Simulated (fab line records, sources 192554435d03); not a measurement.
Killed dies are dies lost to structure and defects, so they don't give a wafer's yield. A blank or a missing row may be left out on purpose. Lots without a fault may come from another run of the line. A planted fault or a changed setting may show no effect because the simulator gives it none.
Which tool did it? | flow n5_finfet | 20 lots, 60 wafers sampled, at 6 steps of a route of 1938

WHAT THE GAUGES READ, wafer by wafer
The record holds no reading of a measuring or inspecting step that can be judged against a usual standard deviation.

WHICH TOOL RAN EACH LOT (tool, then ch and the chambers of the sampled wafers, then the start)
lot  | N5_BEOL_M3_STRIP_66                | N5_BEOL_M3_ETCHBACK_99             | N5_BEOL_M3_VIA_ETCH_34             | N5_BEOL_M3_ANNEAL_91         | N5_BEOL_M3_SPUTTER_94        | N5_BEOL_M3_SPUTTER_96
L076 | rie_diel-02 ch 1,2,3, day 7 08:17  | rie_diel-01 ch 0,2,3, day 7 12:35  | rie_diel-01 ch 0,2,3, day 7 12:43  | pvd_sputter-01, day 7 15:31  | pvd_sputter-01, day 7 15:53  | pvd_sputter-01, day 7 16:06
L075 | rie_diel-03 ch 0,1,2, day 7 13:54  | rie_diel-02 ch 0,3, day 7 17:46    | rie_diel-02 ch 0,3, day 7 17:55    | pvd_sputter-02, day 7 20:38  | pvd_sputter-02, day 7 21:00  | pvd_sputter-02, day 7 21:13
L077 | rie_diel-03 ch 0,1,2, day 7 20:14  | rie_diel-01 ch 0,3, day 8 01:55    | rie_diel-01 ch 0,3, day 8 02:02    | pvd_sputter-02, day 8 04:37  | pvd_sputter-02, day 8 04:59  | pvd_sputter-02, day 8 05:12
L078 | rie_diel-03 ch 2,3, day 8 06:34    | rie_diel-01 ch 0,2,3, day 8 10:10  | rie_diel-01 ch 0,2,3, day 8 10:17  | pvd_sputter-03, day 8 13:12  | pvd_sputter-03, day 8 13:34  | pvd_sputter-03, day 8 13:47
L079 | rie_diel-01 ch 0,2, day 8 12:39    | rie_diel-03 ch 1,2, day 8 21:46    | rie_diel-03 ch 1,2, day 8 21:54    | pvd_sputter-03, day 9 00:13  | pvd_sputter-03, day 9 00:35  | pvd_sputter-03, day 9 00:48
L080 | rie_diel-01 ch 0,3, day 8 17:02    | rie_diel-01 ch 0,2,3, day 8 21:53  | rie_diel-01 ch 0,2,3, day 8 22:01  | pvd_sputter-03, day 9 02:06  | pvd_sputter-03, day 9 02:28  | pvd_sputter-03, day 9 02:41
L081 | rie_diel-02 ch 1,2, day 8 17:05    | rie_diel-02 ch 1,2,3, day 8 21:46  | rie_diel-02 ch 1,2,3, day 8 21:54  | pvd_sputter-02, day 9 00:22  | pvd_sputter-02, day 9 00:43  | pvd_sputter-02, day 9 00:56
L083 | rie_diel-02 ch 1,2, day 9 11:36    | rie_diel-03 ch 1,2,3, day 10 00:59 | rie_diel-03 ch 1,2,3, day 10 01:07 | pvd_sputter-01, day 10 03:57 | pvd_sputter-01, day 10 04:19 | pvd_sputter-01, day 10 04:32
L082 | rie_diel-03 ch 0,1,3, day 9 11:39  | rie_diel-02 ch 1,2,3, day 9 20:43  | rie_diel-02 ch 1,2,3, day 9 20:51  | pvd_sputter-02, day 9 23:37  | pvd_sputter-02, day 9 23:58  | pvd_sputter-02, day 10 00:11
L084 | rie_diel-02 ch 1,3, day 9 12:03    | rie_diel-02 ch 2,3, day 10 00:57   | rie_diel-02 ch 2,3, day 10 01:05   | pvd_sputter-02, day 10 03:33 | pvd_sputter-02, day 10 03:55 | pvd_sputter-02, day 10 04:08
L085 | rie_diel-03 ch 0,1, day 9 17:10    | rie_diel-03 ch 2,3, day 10 04:01   | rie_diel-03 ch 2,3, day 10 04:10   | pvd_sputter-01, day 10 06:32 | pvd_sputter-01, day 10 06:53 | pvd_sputter-01, day 10 07:07
L086 | rie_diel-03 ch 0,1,2, day 10 04:56 | rie_diel-02 ch 0,1,2, day 10 07:22 | rie_diel-02 ch 0,1,2, day 10 07:31 | pvd_sputter-03, day 10 09:52 | pvd_sputter-03, day 10 10:13 | pvd_sputter-03, day 10 10:26
L087 | rie_diel-03 ch 0,1,3, day 10 11:50 | rie_diel-01 ch 0,1,2, day 10 14:38 | rie_diel-01 ch 0,1,2, day 10 14:46 | pvd_sputter-01, day 10 17:53 | pvd_sputter-01, day 10 18:15 | pvd_sputter-01, day 10 18:28
L088 | rie_diel-01 ch 0,2, day 10 16:09   | rie_diel-03 ch 0,3, day 10 18:56   | rie_diel-03 ch 0,3, day 10 19:05   | pvd_sputter-03, day 10 21:42 | pvd_sputter-03, day 10 22:04 | pvd_sputter-03, day 10 22:17
L091 | rie_diel-02 ch 0,1,3, day 11 02:54 | rie_diel-01 ch 0,1,2, day 11 06:10 | rie_diel-01 ch 0,1,2, day 11 06:18 | pvd_sputter-03, day 11 08:51 | pvd_sputter-03, day 11 09:13 | pvd_sputter-03, day 11 09:26
L093 | rie_diel-01 ch 0,1,2, day 12 02:05 | rie_diel-01 ch 1,2, day 12 04:40   | rie_diel-01 ch 1,2, day 12 04:49   | pvd_sputter-03, day 12 07:15 | pvd_sputter-03, day 12 07:37 | pvd_sputter-03, day 12 07:50
L092 | rie_diel-03 ch 0,3, day 12 03:14   | rie_diel-01 ch 0,2, day 12 05:16   | rie_diel-01 ch 0,2, day 12 05:24   | pvd_sputter-01, day 12 09:32 | pvd_sputter-01, day 12 09:53 | pvd_sputter-01, day 12 10:07
L095 | rie_diel-02 ch 0,2,3, day 12 10:49 | rie_diel-02 ch 0,1,2, day 12 12:20 | rie_diel-02 ch 0,1,2, day 12 12:28 | pvd_sputter-01, day 12 15:58 | pvd_sputter-01, day 12 16:20 | pvd_sputter-01, day 12 16:33
L094 | rie_diel-01 ch 0,1,2, day 12 16:05 | rie_diel-02 ch 0,2, day 12 17:22   | rie_diel-02 ch 0,2, day 12 17:31   | pvd_sputter-02, day 12 19:52 | pvd_sputter-02, day 12 20:13 | pvd_sputter-02, day 12 20:26
L097 | rie_diel-03 ch 0,1,3, day 12 18:31 | rie_diel-03 ch 2,3, day 12 19:34   | rie_diel-03 ch 2,3, day 12 19:42   | pvd_sputter-02, day 12 22:07 | pvd_sputter-02, day 12 22:28 | pvd_sputter-02, day 12 22:41
- N5_BEOL_M3_STRIP_66: strips in CF4.
- N5_BEOL_M3_ETCHBACK_99: etches SiO2 in CHF3, target depth 5 nm, time 10.4 s.
- N5_BEOL_M3_VIA_ETCH_34: etches the open film in C4F6/O2, target depth 69.4 nm, time 65.9 s.
- N5_BEOL_M3_ANNEAL_91: time 240 s.
- N5_BEOL_M3_SPUTTER_94: material Cu, target thk 4.5 nm, time 8.29 s.
- N5_BEOL_M3_SPUTTER_96: material Cu, target thk 4.5 nm, time 8.29 s.

WHAT THE TOOLS THEMSELVES READ (means of the sampled wafers that have a number; where no wafer has one, the mark that the record gives instead)
N5_BEOL_M3_STRIP_66. Usual: cf4_flow_sccm 150.0 sccm, standard deviation 0.51; drypump_motor_current_A 5.9 A, standard deviation 0.43; oes_product_au 0.76 a.u., standard deviation 0.081; rf_fwd_power_W 292.6 W, standard deviation 0.87; rf_vpp_V 271.7 V, standard deviation 1.4; showerhead_plenum_p_Torr 1.82 Torr, standard deviation 0.048; throttle_valve_pct 13.63 %, standard deviation 0.28.
lot  | tool        | cf4_flow_sccm (sccm) | drypump_motor_current_A (A) | oes_product_au (a.u.) | rf_fwd_power_W (W) | rf_vpp_V (V) | showerhead_plenum_p_Torr (Torr) | throttle_valve_pct (%) | flag
L076 | rie_diel-02 | 149.8                | 5.8                         | 0.72                  | 292.8              | 271.5        | 1.79                            | 13.88                  |
L075 | rie_diel-03 | 150.7                | 6.1                         | 0.74                  | 292.1              | 271.7        | 1.82                            | 13.67                  |
L077 | rie_diel-03 | 150.3                | 6.1                         | 0.74                  | 292.4              | 271.1        | 1.82                            | 13.68                  |
L078 | rie_diel-03 | 149.8                | 6.5                         | 0.78                  | 292.6              | 272.2        | 1.83                            | 13.54                  |
L079 | rie_diel-01 | 150.2                | 5.2                         | 0.77                  | 293.3              | 272.2        | 1.85                            | 13.63                  |
L080 | rie_diel-01 | 150.6                | 5.5                         | 0.71                  | 292.1              | 271.3        | 1.84                            | 13.67                  |
L081 | rie_diel-02 | 149.6                | 5.9                         | 0.73                  | 291.4              | 271.7        | 1.82                            | 13.82                  |
L083 | rie_diel-02 | 149.5                | 5.8                         | 0.72                  | 293.1              | 270.6        | 1.78                            | 13.93                  |
L082 | rie_diel-03 | 149.7                | 6.1                         | 0.78                  | 292.1              | 272.1        | 1.84                            | 13.57                  |
L084 | rie_diel-02 | 150.1                | 5.7                         | 0.69                  | 293.1              | 269.6        | 1.75                            | 14.03                  |
L085 | rie_diel-03 | 149.8                | 5.8                         | 0.73                  | 293.3              | 271.7        | 1.81                            | 13.77                  |
L086 | rie_diel-03 | 150.1                | 6.1                         | 0.72                  | 292.2              | 272.6        | 1.82                            | 13.72                  |
L087 | rie_diel-03 | 149.4                | 6.1                         | 0.78                  | 291.6              | 272.3        | 1.84                            | 13.59                  |
L088 | rie_diel-01 | 150.1                | 5.3                         | 0.79                  | 293.4              | 271.7        | 1.82                            | 13.68                  |
L091 | rie_diel-02 | 150.4                | 5.8                         | 0.77                  | 292.8              | 270.2        | 1.77                            | 13.74                  |
L093 | rie_diel-01 | 150.6                | 5.4                         | 0.80                  | 293.4              | 272.1        | 1.80                            | 13.48                  |
L092 | rie_diel-03 | 150.0                | 6.3                         | 0.78                  | 291.4              | 272.7        | 1.87                            | 13.50                  |
L095 | rie_diel-02 | 150.2                | 5.9                         | 0.75                  | 292.0              | 271.8        | 1.81                            | 13.67                  |
L094 | rie_diel-01 | 150.1                | 5.4                         | 0.80                  | 292.3              | 270.9        | 1.80                            | 13.48                  |
L097 | rie_diel-03 | 150.4                | 6.1                         | 0.76                  | 292.7              | 272.7        | 1.83                            | 13.63                  |

N5_BEOL_M3_ETCHBACK_99. Usual: drypump_motor_current_A 5.8 A, standard deviation 0.38; oes_f_703_au 0.77 a.u., standard deviation 0.091; oes_product_au 0.76 a.u., standard deviation 0.087; rf_fwd_power_W 212.6 W, standard deviation 0.9; rf_vpp_V 239 V, standard deviation 8.6; showerhead_plenum_p_Torr 2.16 Torr, standard deviation 0.064; throttle_valve_pct 17.14 %, standard deviation 0.26.
lot  | tool        | drypump_motor_current_A (A) | oes_f_703_au (a.u.) | oes_product_au (a.u.) | rf_fwd_power_W (W) | rf_vpp_V (V) | showerhead_plenum_p_Torr (Torr) | throttle_valve_pct (%) | flag
L076 | rie_diel-01 | 5.6                         | 0.77                | 0.77                  | 211.6              | 240          | 2.17                            | 17.11                  |
L075 | rie_diel-02 | 5.9                         | 0.69                | 0.70                  | 213.0              | 252          | 2.16                            | 17.27                  |
L077 | rie_diel-01 | 6.0                         | 0.71                | 0.70                  | 212.7              | 237          | 2.15                            | 17.11                  |
L078 | rie_diel-01 | 5.6                         | 0.77                | 0.76                  | 213.1              | 241          | 2.17                            | 17.12                  |
L079 | rie_diel-03 | 5.9                         | 0.73                | 0.72                  | 211.7              | 239          | 2.13                            | 17.22                  |
L080 | rie_diel-01 | 5.6                         | 0.77                | 0.76                  | 211.9              | 240          | 2.17                            | 17.13                  |
L081 | rie_diel-02 | 5.8                         | 0.71                | 0.72                  | 212.5              | 240          | 2.14                            | 17.36                  |
L083 | rie_diel-03 | 6.2                         | 0.77                | 0.77                  | 212.0              | 240          | 2.18                            | 17.08                  |
L082 | rie_diel-02 | 5.8                         | 0.71                | 0.71                  | 213.1              | 240          | 2.14                            | 17.38                  |
L084 | rie_diel-02 | 5.9                         | 0.71                | 0.72                  | 212.3              | 243          | 2.19                            | 17.32                  |
L085 | rie_diel-03 | 6.5                         | 0.77                | 0.77                  | 211.9              | 243          | 2.19                            | 16.99                  |
L086 | rie_diel-02 | 5.9                         | 0.81                | 0.81                  | 212.4              | 239          | 2.16                            | 17.09                  |
L087 | rie_diel-01 | 5.4                         | 0.86                | 0.84                  | 212.6              | 234          | 2.16                            | 16.94                  |
L088 | rie_diel-03 | 6.3                         | 0.77                | 0.77                  | 213.7              | 237          | 2.24                            | 16.90                  |
L091 | rie_diel-01 | 5.4                         | 0.85                | 0.83                  | 212.6              | 235          | 2.16                            | 16.95                  |
L093 | rie_diel-01 | 5.5                         | 0.87                | 0.85                  | 211.9              | 238          | 2.14                            | 17.01                  |
L092 | rie_diel-01 | 5.2                         | 0.76                | 0.75                  | 211.8              | 238          | 2.21                            | 17.15                  |
L095 | rie_diel-02 | 5.9                         | 0.78                | 0.78                  | 212.5              | 239          | 2.15                            | 17.12                  |
L094 | rie_diel-02 | 5.9                         | 0.85                | 0.86                  | 213.6              | 248          | 2.19                            | 16.86                  |
L097 | rie_diel-03 | 6.5                         | 0.79                | 0.80                  | 212.9              | 243          | 2.23                            | 16.97                  |

N5_BEOL_M3_VIA_ETCH_34. Usual: drypump_motor_current_A 5.8 A, standard deviation 0.38; oes_f_703_au 0.77 a.u., standard deviation 0.093; oes_product_au 0.76 a.u., standard deviation 0.087; rf_fwd_power_W 347.4 W, standard deviation 1.3; rf_vpp_V 662 V, standard deviation 23; showerhead_plenum_p_Torr 2.85 Torr, standard deviation 0.082; throttle_valve_pct 30.8 %, standard deviation 0.34.
lot  | tool        | drypump_motor_current_A (A) | oes_f_703_au (a.u.) | oes_product_au (a.u.) | rf_fwd_power_W (W) | rf_vpp_V (V) | showerhead_plenum_p_Torr (Torr) | throttle_valve_pct (%) | flag
L076 | rie_diel-01 | 5.6                         | 0.78                | 0.77                  | 347.0              | 665          | 2.87                            | 30.8                   |
L075 | rie_diel-02 | 5.9                         | 0.70                | 0.70                  | 347.1              | 696          | 2.85                            | 30.9                   |
L077 | rie_diel-01 | 5.9                         | 0.71                | 0.70                  | 346.6              | 656          | 2.84                            | 30.7                   |
L078 | rie_diel-01 | 5.6                         | 0.77                | 0.77                  | 347.4              | 664          | 2.87                            | 30.8                   |
L079 | rie_diel-03 | 5.9                         | 0.73                | 0.72                  | 346.6              | 660          | 2.82                            | 30.9                   |
L080 | rie_diel-01 | 5.6                         | 0.77                | 0.76                  | 346.6              | 664          | 2.87                            | 30.8                   |
L081 | rie_diel-02 | 5.8                         | 0.72                | 0.72                  | 348.1              | 663          | 2.83                            | 31.1                   |
L083 | rie_diel-03 | 6.2                         | 0.77                | 0.77                  | 347.8              | 666          | 2.88                            | 30.7                   |
L082 | rie_diel-02 | 5.8                         | 0.70                | 0.71                  | 347.9              | 663          | 2.82                            | 31.1                   |
L084 | rie_diel-02 | 5.9                         | 0.71                | 0.72                  | 347.3              | 672          | 2.90                            | 31.2                   |
L085 | rie_diel-03 | 6.5                         | 0.78                | 0.77                  | 347.0              | 674          | 2.88                            | 30.6                   |
L086 | rie_diel-02 | 5.9                         | 0.82                | 0.81                  | 347.5              | 664          | 2.85                            | 30.7                   |
L087 | rie_diel-01 | 5.4                         | 0.86                | 0.84                  | 347.9              | 650          | 2.86                            | 30.6                   |
L088 | rie_diel-03 | 6.3                         | 0.78                | 0.77                  | 347.6              | 654          | 2.96                            | 30.4                   |
L091 | rie_diel-01 | 5.4                         | 0.86                | 0.82                  | 347.4              | 650          | 2.86                            | 30.6                   |
L093 | rie_diel-01 | 5.5                         | 0.88                | 0.86                  | 347.4              | 662          | 2.82                            | 30.7                   |
L092 | rie_diel-01 | 5.2                         | 0.77                | 0.75                  | 347.0              | 660          | 2.91                            | 30.8                   |
L095 | rie_diel-02 | 5.9                         | 0.79                | 0.78                  | 347.2              | 664          | 2.84                            | 30.8                   |
L094 | rie_diel-02 | 6.0                         | 0.86                | 0.86                  | 347.3              | 684          | 2.89                            | 30.4                   |
L097 | rie_diel-03 | 6.5                         | 0.80                | 0.80                  | 347.8              | 671          | 2.94                            | 30.6                   |

N5_BEOL_M3_ANNEAL_91. Usual: heater_power_w 853 W, standard deviation 130; susceptor_temp_C 399.98 C, standard deviation 0.22; susceptor_temp_C_max 400.9, standard deviation 0.39.
lot  | tool           | heater_power_w (W) | susceptor_temp_C (C) | susceptor_temp_C_max | flag
L076 | pvd_sputter-01 | 819                | 400.03               | 401.1                |
L075 | pvd_sputter-02 | 657                | 399.96               | 400.7                |
L077 | pvd_sputter-02 | 807                | 399.87               | 400.7                |
L078 | pvd_sputter-03 | 912                | 400.05               | 400.8                |
L079 | pvd_sputter-03 | 936                | 400.16               | 401.1                |
L080 | pvd_sputter-03 | 802                | 400.00               | 400.7                |
L081 | pvd_sputter-02 | 771                | 400.07               | 400.9                |
L083 | pvd_sputter-01 | 806                | 399.95               | 400.9                |
L082 | pvd_sputter-02 | 792                | 400.14               | 400.9                |
L084 | pvd_sputter-02 | 1023               | 400.07               | 400.9                |
L085 | pvd_sputter-01 | 818                | 399.81               | 400.7                |
L086 | pvd_sputter-03 | 855                | 400.02               | 400.7                |
L087 | pvd_sputter-01 | 865                | 400.23               | 401.4                |
L088 | pvd_sputter-03 | 751                | 399.92               | 400.7                |
L091 | pvd_sputter-03 | 864                | 400.44               | 401.4                |
L093 | pvd_sputter-03 | 879                | 399.77               | 400.7                |
L092 | pvd_sputter-01 | 802                | 399.89               | 400.6                |
L095 | pvd_sputter-01 | 842                | 400.06               | 401.3                |
L094 | pvd_sputter-02 | 863                | 399.83               | 400.6                |
L097 | pvd_sputter-02 | 803                | 399.83               | 400.6                |

N5_BEOL_M3_SPUTTER_94. Usual: chuck_sensor_temp_C -15.9 C, standard deviation 0.5; susceptor_temp_C -20.01 C, standard deviation 0.1; throttle_valve_pct 30.6 %, standard deviation 1.3.
lot  | tool           | chuck_sensor_temp_C (C) | susceptor_temp_C (C) | throttle_valve_pct (%) | flag
L076 | pvd_sputter-01 | -15.8                   | -19.99               | 29.7                   |
L075 | pvd_sputter-02 | -16.3                   | -20.18               | 32.1                   |
L077 | pvd_sputter-02 | -16.3                   | -19.97               | 31.9                   |
L078 | pvd_sputter-03 | -15.9                   | -20.04               | 28.9                   |
L079 | pvd_sputter-03 | -15.7                   | -20.13               | 30.0                   |
L080 | pvd_sputter-03 | -16.0                   | -20.05               | 28.9                   |
L081 | pvd_sputter-02 | -16.1                   | -19.93               | 31.8                   |
L083 | pvd_sputter-01 | -16.1                   | -20.01               | 29.9                   |
L082 | pvd_sputter-02 | -16.0                   | -20.06               | 32.0                   |
L084 | pvd_sputter-02 | -16.1                   | -20.01               | 30.9                   |
L085 | pvd_sputter-01 | -15.9                   | -19.85               | 29.8                   |
L086 | pvd_sputter-03 | -16.1                   | -20.08               | 29.7                   |
L087 | pvd_sputter-01 | -15.7                   | -19.91               | 29.9                   |
L088 | pvd_sputter-03 | -15.7                   | -20.02               | 31.1                   |
L091 | pvd_sputter-03 | -15.7                   | -20.07               | 30.9                   |
L093 | pvd_sputter-03 | -15.6                   | -20.06               | 31.0                   |
L092 | pvd_sputter-01 | -15.8                   | -19.99               | 30.7                   |
L095 | pvd_sputter-01 | -15.5                   | -19.96               | 29.7                   |
L094 | pvd_sputter-02 | -16.1                   | -20.03               | 31.3                   |
L097 | pvd_sputter-02 | -16.4                   | -20.03               | 31.7                   |

N5_BEOL_M3_SPUTTER_96. Usual: chuck_sensor_temp_C -15.9 C, standard deviation 0.49; susceptor_temp_C -20.01 C, standard deviation 0.12; throttle_valve_pct 30.6 %, standard deviation 1.3.
lot  | tool           | chuck_sensor_temp_C (C) | susceptor_temp_C (C) | throttle_valve_pct (%) | flag
L076 | pvd_sputter-01 | -15.9                   | -19.97               | 29.8                   |
L075 | pvd_sputter-02 | -16.3                   | -20.01               | 32.0                   |
L077 | pvd_sputter-02 | -16.3                   | -19.88               | 31.7                   |
L078 | pvd_sputter-03 | -15.9                   | -20.08               | 28.8                   |
L079 | pvd_sputter-03 | -15.8                   | -20.04               | 30.0                   |
L080 | pvd_sputter-03 | -16.0                   | -20.02               | 28.9                   |
L081 | pvd_sputter-02 | -15.9                   | -19.98               | 31.8                   |
L083 | pvd_sputter-01 | -16.0                   | -20.05               | 29.9                   |
L082 | pvd_sputter-02 | -16.0                   | -20.05               | 31.7                   |
L084 | pvd_sputter-02 | -16.1                   | -19.97               | 30.8                   |
L085 | pvd_sputter-01 | -15.9                   | -19.97               | 29.7                   |
L086 | pvd_sputter-03 | -15.9                   | -20.05               | 30.0                   |
L087 | pvd_sputter-01 | -15.9                   | -19.94               | 29.6                   |
L088 | pvd_sputter-03 | -15.8                   | -20.06               | 31.1                   |
L091 | pvd_sputter-03 | -15.7                   | -20.04               | 31.2                   |
L093 | pvd_sputter-03 | -15.7                   | -19.96               | 31.0                   |
L092 | pvd_sputter-01 | -15.8                   | -19.88               | 30.7                   |
L095 | pvd_sputter-01 | -15.7                   | -19.91               | 29.7                   |
L094 | pvd_sputter-02 | -15.9                   | -19.93               | 31.2                   |
L097 | pvd_sputter-02 | -16.5                   | -19.91               | 31.7                   |

THE ANSWER, worked out from the rows above alone
Rule: a lot is off if the mean of its wafers that have a number lies more than 3 standard deviations from the usual mean. A lot without any number at a reading at which 4 lots or more have one is off too. The other lots that the step has rows for count as sound. The gauges are gone through in route order, then the tools' own readings, and for those a lot's mean is taken as printed above. The first step at which some lot is off is used, and at that step the reading that is off furthest; a lot without a number counts as furthest.
No lot is off at any reading shown: from this, nothing can be told.

WHAT THE SIMULATOR HAD PUT IN
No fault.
